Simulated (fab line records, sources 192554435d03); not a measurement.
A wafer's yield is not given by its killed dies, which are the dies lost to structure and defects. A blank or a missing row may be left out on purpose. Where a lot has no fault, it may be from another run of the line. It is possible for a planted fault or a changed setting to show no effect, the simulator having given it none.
Split-lot trial	flow n5 finfet	on a route of 1938 steps: 7 lots, 21 wafers read

== SPLIT DETAILS ==
At N5_BEOL_M3_ILD_DEP_00 (deposits SiOC from DEMS/O2, target thk 79 nm, time 15.3 s), the setting time s was moved away from the recipe's 15.3 s on 7 of the 21 wafers read, by -11.5% to +13.7%. All remaining wafers had this setting at the recipe value.

Between the split and the reading, the file records no step.

== THE READING ==
M3_ILD_THK in nanometres, read at N5_BEOL_M3_THK_MEAS_01. Fault-free wafers of this fab line usually give 79.2 nm, standard deviation 1 nm.

wafer	tool, chamber at the split	time s as run, s	against the recipe	M3_ILD_THK, nm	against lot-mates on the recipe
L077.1	pecvd-02, 1	14.65	-4.2%	75.1	-5.2
L077.4	pecvd-02, 1	15.3	recipe	80.3	-
L077.6	pecvd-02, 1	14.65	-4.2%	76.5	-3.8
L079.3	pecvd-04, 1	15.3	recipe	78.4	-
L079.5	pecvd-04, 2	15.3	recipe	81.9	-
L079.6	pecvd-04, 0	15.3	recipe	81.0	-
L080.2	pecvd-04, 1	15.3	recipe	78.0	-
L080.3	pecvd-04, 0	17.39	+13.7%	89.7	+11.2
L080.4	pecvd-04, 2	15.3	recipe	79.0	-
L083.3	pecvd-01, 0	15.3	recipe	78.3	-
L083.4	pecvd-01, 0	13.72	-10.3%	70.7	-7.9
L083.5	pecvd-01, 2	15.3	recipe	78.9	-
L085.1	pecvd-02, 2	15.3	recipe	78.5	-
L085.5	pecvd-02, 0	15.3	recipe	80.2	-
L085.6	pecvd-02, 1	14.01	-8.4%	74.8	-4.5
L088.1	pecvd-04, 1	15.3	recipe	77.0	-
L088.5	pecvd-04, 1	13.54	-11.5%	69.4	-7.6
L088.6	pecvd-04, 0	13.54	-11.5%	70.1	-6.9
L090.1	pecvd-04, 0	15.3	recipe	79.0	-
L090.3	pecvd-04, 2	15.3	recipe	78.2	-
L090.4	pecvd-04, 1	15.3	recipe	78.7	-

THE FIT
A straight line over all 21 wafers: M3_ILD_THK changes by +0.77 nm for each +1% of time s; r = +0.96; the points scatter about the line by 1.2 nm.
The same after taking each lot's own level away (the mean of its wafers on the recipe; 21 wafers): +0.723 nm for each +1%; r = +0.97; scatter 1 nm.
On that fit, the largest move of time s shifts the reading by 9.9 nm.
From 77.00 to 80.43 nm: that is the span of the lots' own levels, equal to 3.4 times the standard deviation above.
So the lot-to-lot level changes the slope little: the two slopes agree.
Check: +8.98 nm against its lot-mates is what the line predicts for one of the wafers moved furthest among these (+13.7%) when that wafer is left out of the fit. Against them it came out at +11.2 nm.

== THE WHOLE CHAIN: every reading that the file lists as answering this split, in the file's order ==
step	what it does	reading	change (the file's fit)	r (the file's)
N5_BEOL_M3_ILD_DEP_00	deposits SiOC from DEMS/O2, target thk 79 nm, time 15.3 s	SiOC_of_BEOL_M3_ILD_DEP_00.thk nm (the simulator's own value, which no gauge read)	+0.728 nm for each +1% of the setting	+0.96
N5_BEOL_M3_THK_MEAS_01		M3_ILD_THK	+0.731 for each +1% of the setting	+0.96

== THE FILE'S OWN FIT ==
M3_ILD_THK changes by +0.731 nm for each +1% of time s, r = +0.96.
